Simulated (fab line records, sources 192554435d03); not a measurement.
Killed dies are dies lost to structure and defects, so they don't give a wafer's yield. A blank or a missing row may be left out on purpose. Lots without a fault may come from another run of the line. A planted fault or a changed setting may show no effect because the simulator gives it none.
fab line records | flow n5_finfet
record lots=10 wafers=28 last_day=20
route steps=1938 shown FIN_CUT@163 STI_FIN_REVEAL@183 BEOL_M4@1111
lots that met no fault: from a run of the same line without faults
start_h: hours from the record's first day to the start of the lot's first wafer shown | wait_h: hours since the lot's step before | " the same as in the row above | L1.1+2: a row that stands for several wafers | - no value, or no start given | * or withheld: withheld | < > ~ a bound
route shown NAME@n: a module of which the file shows steps, and the number in the route of the first | usual: mean/standard deviation of fault-free wafers | same: alike in all rows | chamber/n: place in a boat | sites: the reading at each site | _std_site: their standard deviation | _edge_site: outer sites' mean less inner sites' | radius_mm: how far each site lies from the wafer's centre | mask NAME#n: copy n | behind: the tool/chamber that last shaped the wafer | hold: why the lot was held/for how many hours/how that ended | device: the transistor (n, p or np) that didn't switch | end of line: the same wafers' tests at the end of the route | a step without rows: its recipe alone | killed: dies lost to structure and defects at the first sort, not the wafer's yield | map: a wafer's dies, x killed, . not, _ none there
set.NAME: the setting as run; set.NAME@STEP: as run at that earlier step | model.NAME: the simulator's own value behind a step, which no gauge read
steps of the route over a sample of lots; a table a step, a row a wafer
services: from which hour (start_h, from the record's first day; less than 0 if before it) a tool's chamber was out of use, for how many hours, and why
## steps
# step N5_FIN_CUT_CD_MEAS_08
# recipe target_cd_nm=29.1 landing_energy_ev=500 detector=se_inlens polarity=opening
# usual cd_nm=29.02/0.22
# same landing_energy_ev=500
# columns lot.wafer tool chamber start_h wait_h cd_nm
L808.3 cd_sem-03 0 28.62 - 29.24
L808.4 " 0 " " 28.74
L808.5 " 0 " " 29.19
L810.2 cd_sem-02 0 38.60 - 28.82
L810.5 " 0 " " 28.94
L810.6 " 0 " " 29.19
L811.2 cd_sem-03 0 44.10 - 29.24
L811.6 " 0 " " 29.02
L812.1 cd_sem-01 0 50.42 - 28.77
L812.4 " 0 " " 29.24
L812.6 " 0 " " 28.87
L816.1 cd_sem-01 0 77.63 - 29.15
L816.3 " 0 " " 28.97
L816.6 " 0 " " 28.73
L817.1 cd_sem-01 0 82.61 - 29.50
L817.2 " 0 " " 29.06
L817.5 " 0 " " 28.94
L819.3 cd_sem-01 0 99.04 - 29.05
L819.6 " 0 " " 29.21
L820.3 cd_sem-01 0 104.59 - 28.83
L820.5 " 0 " " 28.57
L820.6 " 0 " " 28.71
L821.1 cd_sem-01 0 107.09 - 28.95
L821.2 " 0 " " 28.98
L821.6 " 0 " " 28.83
L828.1 cd_sem-02 0 147.65 - 29.03
L828.3 " 0 " " 28.82
L828.4 " 0 " " 28.80
# step N5_STI_FIN_REVEAL_ALD_00
# recipe material=SiO2 target_thk_a=10 temp_c=300 ald_precursor_family=BDEAS ald_co_reactant=O2-plasma pulse_time_s=1 pressure_torr=2
# usual heater_power_w=478/48 precursor_pulse_height_rel=1.003/0.019
# columns lot.wafer tool chamber start_h wait_h heater_power_w precursor_pulse_height_rel
L808.3 ald_sin-03 2 29.69 0.0 494 1.015
L808.4 " 3 " " 507 1.030
L808.5 " 2 " " 501 1.029
L810.2 ald_sin-02 3 39.68 0.0 413 1.005
L810.5 " 0 " " 468 0.995
L810.6 " 1 " " 476 1.009
L811.2 ald_sin-01 1 45.17 0.0 406 0.977
L811.6 " 1 " " 400 0.993
L812.1 ald_sin-02 0 51.52 0.1 477 1.004
L812.4 " 2 " " 461 1.005
L812.6 " 3 " " 425 1.021
L816.1 ald_sin-02 1 78.72 0.0 480 1.016
L816.3 " 0 " " 468 1.030
L816.6 " 2 " " 469 0.992
L817.1 ald_sin-03 2 83.75 0.1 480 0.990
L817.2 " 0 " " 432 0.979
L817.5 " 2 " " 480 0.989
L819.3 ald_sin-02 2 100.76 0.7 467 1.005
L819.6 " 3 " " 395 1.006
L820.3 ald_sin-03 0 105.69 0.0 432 1.014
L820.5 " 1 " " 458 1.019
L820.6 " 2 " " 492 0.979
L821.1 ald_sin-01 1 108.16 0.0 407 0.995
L821.2 " 2 " " 618 1.005
L821.6 " 3 " " 491 1.018
L828.1 ald_sin-02 1 148.97 0.1 491 1.007
L828.3 " 2 " " 476 0.982
L828.4 " 0 " " 490 0.989
# step N5_STI_FIN_REVEAL_STRIP_24
# recipe chemistry=N2/H2 time_s=90 power_w=100 temp_c=40 pressure_mtorr=100 rf_frequency_hz=6e+07 bias_power_w=3 n2_flow_sccm=300 h2_flow_sccm=300
# usual drypump_motor_current_A=6.0/0.42 oes_product_au=0.81/0.097 rf_vpp_V=45.3/0.88 showerhead_plenum_p_Torr=3.42/0.13 throttle_valve_pct=12.1/0.31
# columns lot.wafer tool chamber start_h wait_h drypump_motor_current_A oes_product_au rf_hours_counter_h rf_vpp_V showerhead_plenum_p_Torr throttle_valve_pct
L808.3 rie_diel-01 0 35.40 0.0 6.2 0.88 32 44.9 3.62 12.2
L808.4 " 3 " " 6.5 0.79 125 44.6 3.39 12.0
L808.5 " 3 " " 6.5 0.78 - 44.6 3.39 12.0
L810.2 rie_diel-05 0 45.52 0.0 5.7 0.88 21 46.7 3.56 11.6
L810.5 " 0 " " 5.7 0.89 - 44.9 3.55 11.6
L810.6 " 3 " " 6.7 0.72 - 45.4 3.17 12.3
L811.2 rie_diel-05 3 51.03 0.0 6.7 0.71 241 44.4 3.17 12.3
L811.6 " 0 " " 5.7 0.88 - 45.4 3.55 11.6
L812.1 rie_diel-01 3 57.77 0.0 6.4 0.78 131 45.1 3.38 12.0
L812.4 " 1 " " 5.9 0.72 195 46.6 3.34 12.4
L812.6 " 3 " " 6.5 0.77 - 46.1 3.38 12.0
L816.1 rie_diel-05 1 84.39 0.0 6.2 0.68 246 44.6 3.21 12.8
L816.3 " 3 " " 6.7 0.71 249 45.4 3.17 12.3
L816.6 " 3 " " 6.7 0.71 - 43.6 3.17 12.3
L817.1 rie_diel-01 0 89.57 0.0 6.2 0.86 46 45.0 3.61 12.2
L817.2 " 3 " " 6.4 0.77 140 46.3 3.38 12.0
L817.5 " 0 " " 6.2 0.86 - 45.2 3.61 12.2
L819.3 rie_diel-04 2 106.48 0.0 5.7 0.83 71 46.0 3.40 11.9
L819.6 " 2 " " 5.7 0.83 - 45.5 3.40 11.9
L820.3 rie_diel-04 1 111.55 0.0 6.3 0.97 13 45.2 3.48 12.2
L820.5 " 2 " " 5.7 0.82 - 45.2 3.40 11.9
L820.6 " 1 " " 6.3 0.96 - 45.3 3.47 12.3
L821.1 rie_diel-05 1 113.87 0.0 6.2 0.67 252 44.2 3.21 12.8
L821.2 " 2 " " 5.8 0.92 19 44.7 3.46 11.9
L821.6 " 1 " " 6.2 0.67 - 45.1 3.21 12.8
L828.1 rie_diel-05 1 154.83 0.0 6.2 0.98 5 46.1 3.61 12.2
L828.3 " 2 " " 5.8 0.89 35 44.6 3.45 12.0
L828.4 " 3 " " 6.7 0.91 12 45.5 3.57 11.7
# step N5_STI_FIN_REVEAL_RECESS_09
# recipe chemistry=HF/NH3 target=SiO2 afs_cycles=11 target_depth_a=425 temp_c=30 sublimation_temp_c=180 sublimation_time_s=60
# usual drypump_motor_current_A=5.7/0.43
# columns lot.wafer tool chamber start_h wait_h drypump_motor_current_A
L808.3 vapor_etch-01 0 36.14 0.6 5.4
L808.4 " 1 " " 6.2
L808.5 " 1 " " 6.2
L810.2 vapor_etch-01 1 45.74 0.0 6.2
L810.5 " 0 46.80 1.1 5.4
L810.6 " 1 " " 6.2
L811.2 vapor_etch-01 1 51.24 0.0 6.1
L811.6 " 1 52.30 1.1 6.2
L812.1 vapor_etch-02 0 57.99 0.0 6.1
L812.4 " 1 " " 5.2
L812.6 " 0 " " 6.1
L816.1 vapor_etch-01 1 84.61 0.0 6.1
L816.3 " 1 " " 6.2
L816.6 " 1 " " 6.2
L817.1 vapor_etch-01 1 89.80 0.0 6.2
L817.2 " 0 " " 5.4
L817.5 " 0 90.86 1.1 5.4
L819.3 vapor_etch-01 0 107.40 0.7 5.4
L819.6 " 1 " " 6.1
L820.3 vapor_etch-01 1 112.48 0.7 6.2
L820.5 " 0 " " 5.4
L820.6 " 1 " " 6.1
L821.1 vapor_etch-02 0 114.08 0.0 6.2
L821.2 " 1 " " 5.2
L821.6 " 0 115.14 1.1 6.1
L828.1 vapor_etch-02 0 155.04 0.0 6.2
L828.3 " 1 " " 5.2
L828.4 " 0 " " 6.2
# step N5_STI_FIN_REVEAL_FIN_H_MEAS_10
# usual trench_depth_nm=52.0/0.77
# columns lot.wafer tool chamber start_h wait_h trench_depth_nm
L808.3 ocd-01 - 38.32 0.0 51.7
L808.4 " - " " 51.6
L808.5 " - " " 51.7
L810.2 ocd-01 - 48.43 0.0 52.8
L810.5 " - " " 52.5
L810.6 " - " " 52.8
L811.2 ocd-01 - 53.97 0.0 52.4
L811.6 " - " " 52.6
L812.1 ocd-01 - 60.81 0.0 50.8
L812.4 " - " " 52.1
L812.6 " - " " 50.3
L816.1 ocd-02 - 87.30 0.0 51.6
L816.3 " - " " 53.2
L816.6 " - " " 53.2
L817.1 ocd-01 - 92.50 0.0 51.6
L817.2 " - " " 51.7
L817.5 " - " " 52.0
L819.3 ocd-01 - 109.92 0.0 52.2
L819.6 " - " " 52.1
L820.3 ocd-01 - 115.00 0.0 54.7
L820.5 " - " " 51.6
L820.6 " - " " 54.4
L821.1 ocd-02 - 116.80 0.0 51.3
L821.2 " - " " 51.2
L821.6 " - " " 50.9
L828.1 ocd-02 - 157.74 0.0 52.0
L828.3 " - " " 50.7
L828.4 " - " " 51.7
# step N5_BEOL_M4_RC_MEAS_101
# usual DIBL_N=37.7/2 DIBL_P=37.7/2.3 IOFF_N=0.18/0.039 IOFF_P=0.23/0.042 ION_N=681/12 ION_P=463/8 SS_N=71.9/0.68 SS_P=73.6/0.71 VT_N=248/3.2 VT_P=-249/3.1
# columns lot.wafer tool chamber start_h wait_h DIBL_N[mV/V] DIBL_P[mV/V] IOFF_N[nA/um] IOFF_P[nA/um] ION_N[uA/um] ION_P[uA/um] SS_N[mV/dec] SS_P[mV/dec] VT_N[mV] VT_P[mV]
L810.2 prober-02 0 265.07 0.2 42.7 41.4 0.26 0.31 704 480 73.3 74.6 244 -245
L810.5 " 0 " " 36.7 34.8 0.13 0.18 672 465 71.3 72.9 254 -254
L810.6 " 0 " " 42.0 40.6 0.25 0.30 707 482 72.9 74.4 245 -247
L808.3 prober-01 0 271.29 0.3 36.6 36.6 0.17 0.24 669 464 72.1 72.7 249 -245
L808.4 " 0 " " 38.5 38.0 0.20 0.25 675 460 72.3 73.1 248 -243
L808.5 " 0 " " 40.1 42.1 0.26 0.36 688 471 72.8 73.9 243 -241
L811.2 prober-02 0 276.70 0.2 38.0 37.0 0.19 0.20 692 462 71.4 73.3 247 -252
L811.6 " 0 " " 37.4 37.3 0.16 0.21 681 459 71.2 73.3 249 -252
L812.1 prober-01 0 278.27 0.0 36.2 35.5 0.13 0.16 658 441 72.6 73.6 254 -256
L812.4 " 0 " " 37.5 38.0 0.16 0.20 679 457 72.2 72.6 251 -254
L812.6 " 0 " " 41.2 40.8 0.24 0.24 677 452 72.4 74.0 245 -250
L816.1 prober-02 0 306.99 0.0 38.7 39.1 0.19 0.25 679 459 72.9 74.1 248 -251
L816.3 " 0 " " 36.7 36.1 0.15 0.18 680 458 72.5 73.9 250 -256
L816.6 " 0 " " 37.4 39.1 0.18 0.25 695 471 72.8 74.3 251 -250
L817.1 prober-01 0 309.95 0.0 37.6 36.9 0.16 0.23 664 460 72.0 74.0 250 -249
L817.2 " 0 " " 40.3 38.5 0.23 0.25 682 461 72.7 74.1 247 -245
L817.5 " 0 " " 38.8 38.6 0.18 0.24 670 455 71.5 73.5 251 -250
L819.3 prober-01 0 317.48 0.3 39.9 40.9 0.22 0.27 709 470 72.0 74.2 244 -249
L819.6 " 0 " " 41.5 41.8 0.27 0.30 715 484 72.1 74.2 242 -245
L820.3 prober-02 0 327.06 0.3 39.1 39.3 0.23 0.26 718 486 72.2 74.3 241 -247
L820.5 " 0 " " 34.8 32.8 0.13 0.16 669 452 70.7 72.4 250 -253
L820.6 " 0 " " 38.5 37.7 0.19 0.22 710 483 72.2 73.3 245 -252
L821.1 prober-01 0 353.43 0.0 34.6 35.0 0.14 0.19 668 461 70.6 73.0 249 -250
L821.2 " 0 " " 36.4 37.2 0.16 0.22 673 461 71.1 73.6 251 -251
L821.6 " 0 " " 39.1 40.1 0.21 0.27 685 458 72.7 73.4 247 -248
L828.1 prober-01 0 385.68 0.0 38.0 40.6 0.18 0.23 686 471 72.0 73.7 247 -252
L828.3 " 0 " " 33.6 34.2 0.11 0.14 645 444 71.2 71.8 256 -253
L828.4 " 0 " " 35.8 36.5 0.15 0.17 675 454 71.7 73.3 251 -256
## services
# columns tool chamber start_h hours kind
rie_diel-01 1 10.07 16.5 repair
rie_diel-04 2 16.14 10.4 repair
vapor_etch-02 0 17.73 3.6 repair
ald_sin-03 - 18.53 2.8 pm
ald_sin-01 - 79.38 14.6 pm
ald_sin-02 - 85.25 14.0 pm
ald_sin-02 0 85.25 14.0 vent_cycle
ald_sin-02 1 85.25 14.0 vent_cycle
ald_sin-02 2 85.25 14.0 vent_cycle
ald_sin-02 3 85.25 14.0 vent_cycle
rie_diel-05 3 89.42 - clean
rie_diel-05 3 89.42 - consumable_replace:focus_ring
rie_diel-05 3 89.42 - consumable_replace:showerhead
rie_diel-05 3 89.42 32.7 scheduled_down
rie_diel-05 3 89.42 32.7 vent_cycle
rie_diel-05 - 89.99 15.6 pm
ald_sin-02 0 99.25 - clean
ald_sin-02 1 99.25 - clean
ald_sin-02 2 99.25 - clean
ald_sin-02 3 99.25 - clean
rie_diel-01 - 109.73 14.6 pm
ald_sin-02 1 111.91 - calibration
rie_diel-05 1 122.16 - clean
ald_sin-02 3 153.43 5.9 repair
## key
first_sign step=N5_STI_FIN_REVEAL_FIN_H_MEAS_10 reading=trench_depth_nm direction=up sigmas=3.3 usual=52.0 struck=54.6
effect step=N5_BEOL_M4_RC_MEAS_101 reading=ION_N direction=up sigmas=2.7 usual=681 struck=714
effect step=N5_BEOL_M4_RC_MEAS_101 reading=ION_P direction=up sigmas=2.7 usual=463 struck=484
met_at N5_STI_FIN_REVEAL_RECESS_09
struck_lots L820
struck_wafers L820.3,L820.6
not_acting_at N5_FIN_CUT_CD_MEAS_08,N5_STI_FIN_REVEAL_ALD_00,N5_STI_FIN_REVEAL_STRIP_24
onset_between 107.40 112.48
fault kind=process_parameter_drift tool=vapor_etch-01 chamber=- onset_h=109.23 steps=N5_STI_FIN_REVEAL_RECESS_09 channel=target_depth_a offset=27.578 shape=step end_h=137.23 scope=struck_wafers_only acts_in=these_recipes_only stated=425
